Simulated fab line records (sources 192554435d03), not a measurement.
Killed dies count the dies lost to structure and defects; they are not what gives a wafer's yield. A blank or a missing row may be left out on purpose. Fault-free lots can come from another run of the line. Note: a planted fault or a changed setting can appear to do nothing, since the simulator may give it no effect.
Chamber matching	flow n5_finfet	ald_metal-03 running N5_HKMG_FIN_ALD_91: 4 sister chambers
The step deposits TiN, target thk 1 nm, pulse time 1 s, purge time 3 s. 14 wafers are shown with their chamber, then 6 later ones without.

## WAFERS WITH THEIR CHAMBER
wafer	chamber	heater_power_w (W)	precursor_pulse_height_rel	susceptor_temp_C (C)
L101.1	3	1033	1.003	400.04
L101.5	1	1034	0.992	400.14
L101.6	0	710	1.010	399.98
L106.2	1	1034	0.984	400.23
L106.4	3	1019	0.971	399.96
L106.6	0	721	0.992	400.17
L108.1	0	727	1.003	399.98
L108.2	3	1035	1.021	399.89
L108.5	1	1055	0.986	400.32
L109.2	2	890	0.996	400.37
L109.3	3	1026	0.997	399.89
L109.5	3	1027	0.986	399.99
L113.3	3	1037	0.995	400.15
L113.6	2	908	1.013	399.77

SIGNATURES (averages over the wafers above)
reading	chamber 0	chamber 1	chamber 2	chamber 3	scatter within a chamber
heater_power_w	719.33	1041.00	899.00	1029.50	9.12
precursor_pulse_height_rel	1.00167	0.98733	1.00450	0.99550	0.0132
susceptor_temp_C	400.0433	400.2300	400.0700	399.9867	0.164
Rule: a wafer lies at a distance from a chamber equal to the root of the sum of squares, over the readings, of (its reading less the chamber's mean, divided by the reading's scatter). If the next closest chamber is less than 2 further off than the closest, the wafer can't be placed; otherwise it belongs to the closest. The scatter: take each reading less its chamber's mean, square it, sum over the shown wafers, divide by the number of wafers less the number of chambers, and take the root.

## WAFERS WHOSE CHAMBER IS MISSING
wafer	heater_power_w (W)	precursor_pulse_height_rel	susceptor_temp_C (C)
L119.1	741	1.039	399.69
L119.4	1051	1.012	400.24
L119.5	1025	1.039	399.98
L120.1	1039	1.002	400.04
L120.5	1031	0.986	399.57
L120.6	889	1.006	400.11

## WHICH CHAMBER EACH WENT THROUGH
wafer	from the rows above	in truth
L119.1	0	0
L119.4	can't be placed: 1 or 3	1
L119.5	can't be placed: 3 or 1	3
L120.1	can't be placed: 3 or 1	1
L120.5	can't be placed: 3 or 1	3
L120.6	2	2
2 of 6 placed correctly. Can't be placed from these rows: 4 (the true chamber is among the candidates in 4). Placed wrongly: 0.
